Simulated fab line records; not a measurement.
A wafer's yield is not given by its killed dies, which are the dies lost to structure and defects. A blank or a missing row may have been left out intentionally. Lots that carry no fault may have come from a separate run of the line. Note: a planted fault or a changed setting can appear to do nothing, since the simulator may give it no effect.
Matching of chambers || flow n5Finfet || N5_ZERO_LAYER_ETCH_17 on rieDiel-02: 4 sister chambers
The step etches SiO2 in CF4, target depth 12 nm, time 13.3 s. 18 wafers are shown with their chamber, then 9 later ones without.

## WAFERS WITH THEIR CHAMBER
{"wafer": "L074.2", "chamber": 1, "drypumpMotorCurrentA (A)": 5.8, "throttleValvePct (%)": 15.80, "rfVppV (V)": 955}
{"wafer": "L074.4", "chamber": 2, "drypumpMotorCurrentA (A)": 5.6, "throttleValvePct (%)": 16.04, "rfVppV (V)": 946}
{"wafer": "L074.5", "chamber": 3, "drypumpMotorCurrentA (A)": 5.4, "throttleValvePct (%)": 15.81, "rfVppV (V)": 943}
{"wafer": "L080.1", "chamber": 0, "drypumpMotorCurrentA (A)": 6.0, "throttleValvePct (%)": 15.74, "rfVppV (V)": 948}
{"wafer": "L080.2", "chamber": 2, "drypumpMotorCurrentA (A)": 5.7, "throttleValvePct (%)": 16.07, "rfVppV (V)": 949}
{"wafer": "L080.6", "chamber": 2, "drypumpMotorCurrentA (A)": 5.7, "throttleValvePct (%)": 16.06, "rfVppV (V)": 948}
{"wafer": "L084.1", "chamber": 1, "drypumpMotorCurrentA (A)": 5.8, "throttleValvePct (%)": 15.82, "rfVppV (V)": 955}
{"wafer": "L084.3", "chamber": 0, "drypumpMotorCurrentA (A)": 6.0, "throttleValvePct (%)": 15.76, "rfVppV (V)": 948}
{"wafer": "L084.6", "chamber": 1, "drypumpMotorCurrentA (A)": 5.9, "throttleValvePct (%)": 15.84, "rfVppV (V)": 953}
{"wafer": "L085.1", "chamber": 0, "drypumpMotorCurrentA (A)": 6.1, "throttleValvePct (%)": 15.78, "rfVppV (V)": 948}
{"wafer": "L085.2", "chamber": 2, "drypumpMotorCurrentA (A)": 5.7, "throttleValvePct (%)": 16.08, "rfVppV (V)": 947}
{"wafer": "L085.6", "chamber": 1, "drypumpMotorCurrentA (A)": 5.9, "throttleValvePct (%)": 15.85, "rfVppV (V)": 954}
{"wafer": "L087.1", "chamber": 2, "drypumpMotorCurrentA (A)": 5.6, "throttleValvePct (%)": 16.09, "rfVppV (V)": 949}
{"wafer": "L087.3", "chamber": 3, "drypumpMotorCurrentA (A)": 5.4, "throttleValvePct (%)": 15.34, "rfVppV (V)": 958}
{"wafer": "L087.5", "chamber": 1, "drypumpMotorCurrentA (A)": 5.9, "throttleValvePct (%)": 15.86, "rfVppV (V)": 954}
{"wafer": "L094.2", "chamber": 2, "drypumpMotorCurrentA (A)": 5.6, "throttleValvePct (%)": 16.11, "rfVppV (V)": 946}
{"wafer": "L094.5", "chamber": 0, "drypumpMotorCurrentA (A)": 5.9, "throttleValvePct (%)": 15.79, "rfVppV (V)": 948}
{"wafer": "L094.6", "chamber": 3, "drypumpMotorCurrentA (A)": 5.4, "throttleValvePct (%)": 15.36, "rfVppV (V)": 957}

SIGNATURES (means of the wafers above)
{"reading": "drypumpMotorCurrentA", "chamber 0": 6.000, "chamber 1": 5.860, "chamber 2": 5.650, "chamber 3": 5.400, "scatter within a chamber": 0.0579}
{"reading": "throttleValvePct", "chamber 0": 15.7675, "chamber 1": 15.8340, "chamber 2": 16.0750, "chamber 3": 15.5033, "scatter within a chamber": 0.103}
{"reading": "rfVppV", "chamber 0": 948.00, "chamber 1": 954.20, "chamber 2": 947.50, "chamber 3": 952.67, "scatter within a chamber": 3.31}
Rule: for a wafer and a chamber, the distance is found by dividing, reading by reading, the gap between the wafer's reading and the chamber's mean by the reading's scatter, squaring, summing and taking the root. The wafer belongs to the nearest chamber; if the next one is less than 2 further off, it can't be placed. The scatter is the square root of a quotient: the sum, over the shown wafers, of each reading's squared deviation from its chamber's mean, divided by wafers minus chambers.

## WAFERS WHOSE CHAMBER IS MISSING
{"wafer": "L095.1", "drypumpMotorCurrentA (A)": 5.6, "throttleValvePct (%)": 16.11, "rfVppV (V)": 947}
{"wafer": "L095.3", "drypumpMotorCurrentA (A)": 5.3, "throttleValvePct (%)": 15.38, "rfVppV (V)": 956}
{"wafer": "L095.4", "drypumpMotorCurrentA (A)": 5.8, "throttleValvePct (%)": 15.89, "rfVppV (V)": 954}
{"wafer": "L096.4", "drypumpMotorCurrentA (A)": 5.4, "throttleValvePct (%)": 15.38, "rfVppV (V)": 957}
{"wafer": "L096.5", "drypumpMotorCurrentA (A)": 5.8, "throttleValvePct (%)": 15.88, "rfVppV (V)": 953}
{"wafer": "L096.6", "drypumpMotorCurrentA (A)": 5.7, "throttleValvePct (%)": 16.12, "rfVppV (V)": 947}
{"wafer": "L097.1", "drypumpMotorCurrentA (A)": 5.7, "throttleValvePct (%)": 16.13, "rfVppV (V)": 947}
{"wafer": "L097.2", "drypumpMotorCurrentA (A)": 5.4, "throttleValvePct (%)": 15.38, "rfVppV (V)": 958}
{"wafer": "L097.5", "drypumpMotorCurrentA (A)": 6.0, "throttleValvePct (%)": 15.78, "rfVppV (V)": 948}

## WHICH CHAMBER EACH WENT THROUGH
{"wafer": "L095.1", "from the rows above": 2, "in truth": 2}
{"wafer": "L095.3", "from the rows above": 3, "in truth": 3}
{"wafer": "L095.4", "from the rows above": 1, "in truth": 1}
{"wafer": "L096.4", "from the rows above": 3, "in truth": 3}
{"wafer": "L096.5", "from the rows above": 1, "in truth": 1}
{"wafer": "L096.6", "from the rows above": 2, "in truth": 2}
{"wafer": "L097.1", "from the rows above": 2, "in truth": 2}
{"wafer": "L097.2", "from the rows above": 3, "in truth": 3}
{"wafer": "L097.5", "from the rows above": 0, "in truth": 0}
9 of 9 placed correctly. From these rows, 0 cannot be placed. Wrongly placed: 0.
